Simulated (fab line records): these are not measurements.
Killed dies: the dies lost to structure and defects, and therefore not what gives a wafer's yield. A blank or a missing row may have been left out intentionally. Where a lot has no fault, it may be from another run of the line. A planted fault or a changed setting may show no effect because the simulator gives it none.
Commonality check across tools	flow nand_harc	Lots sampled 7, wafers sampled 21

WHY IT WAS OPENED
At NHARC_END_SORT_01 the reading killed_at_array is flagged on 3 of 7 lots. No-fault wafers: 28, standard deviation 8.6.
Rule: a lot is flagged when every wafer of it that has a number lies more than 4 standard deviations from that mean, or none has a number. As for the other lots, they are considered sound.

lot	measured	on	killed_at_array, wafer by wafer	flag
L569	day 20 18:22	prober-01	27 42 24	
L572	day 21 05:57	prober-02	30 21 28	
L574	day 21 13:43	prober-01	27 33 26	
L579	day 22 04:52	prober-02	674 674 674	FLAGGED
L580	day 23 02:01	prober-01	669 670 670	FLAGGED
L584	day 23 20:45	prober-02	23 16 21	
L583	day 24 02:55	prober-02	674 673 674	FLAGGED
Average over the flagged lots: 672; offset from the usual +644, equal to +75 standard deviations.

TOOL THAT RAN EACH LOT
The record holds 2 process steps before the reading, out of a route of 1159 steps. Each cell gives the tool, then ch followed by the chambers the sampled wafers passed through, then the start.
lot	flag	NHARC_A_CHANNEL_HOLE_D1_STRIP_43	NHARC_A_M0_PRE_CLEAN_29
L569		rie_diel-10 ch 0,1,2, day 9 16:15	pvd_sputter-03, day 19 01:55 or earlier
L572		rie_diel-10 ch 1,2, day 10 03:41	pvd_sputter-02, day 19 16:30 or earlier
L574		rie_diel-10 ch 1,2, day 10 18:44	pvd_sputter-02, day 20 01:38 or earlier
L579	FLAGGED	rie_diel-10 ch 1,2,3, day 12 03:17	no row
L580	FLAGGED	rie_diel-05 ch 1,2, day 12 11:42	no row
L584		rie_diel-07 ch 0,1,2, day 12 19:33	pvd_sputter-02, day 22 04:05 or earlier
L583	FLAGGED	rie_diel-05 ch 0,2,3, day 12 19:52	no row
What is done by these steps:
- NHARC_A_CHANNEL_HOLE_D1_STRIP_43: strips in O2/COS.
- NHARC_A_M0_PRE_CLEAN_29: time 30 s.
- NHARC_END_SORT_01

FLAGGED OVER TOTAL, TOOL BY TOOL (the gauges that took the reading come last)
step	tool	lots run	flagged	share of the flagged lots	sound lots run after its first flagged lot
NHARC_A_CHANNEL_HOLE_D1_STRIP_43	rie_diel-05	2	2	some	0
NHARC_A_CHANNEL_HOLE_D1_STRIP_43	rie_diel-07	1	0	none	-
NHARC_A_CHANNEL_HOLE_D1_STRIP_43	rie_diel-10	4	1	some	0
NHARC_A_M0_PRE_CLEAN_29	pvd_sputter-02	3	0	none	-
NHARC_A_M0_PRE_CLEAN_29	pvd_sputter-03	1	0	none	-
NHARC_END_SORT_01	prober-01	3	1	some	0
NHARC_END_SORT_01	prober-02	4	2	some	1 (L584)
Because NHARC_A_M0_PRE_CLEAN_29 lacks a start for some lots, the hours and order of its lots are taken from NHARC_A_M0_INSPECT_27.

THE TABLE: WHAT IT ALLOWS
No row of the table ran every flagged lot.

WHAT HAD BEEN PUT IN BY THE SIMULATOR
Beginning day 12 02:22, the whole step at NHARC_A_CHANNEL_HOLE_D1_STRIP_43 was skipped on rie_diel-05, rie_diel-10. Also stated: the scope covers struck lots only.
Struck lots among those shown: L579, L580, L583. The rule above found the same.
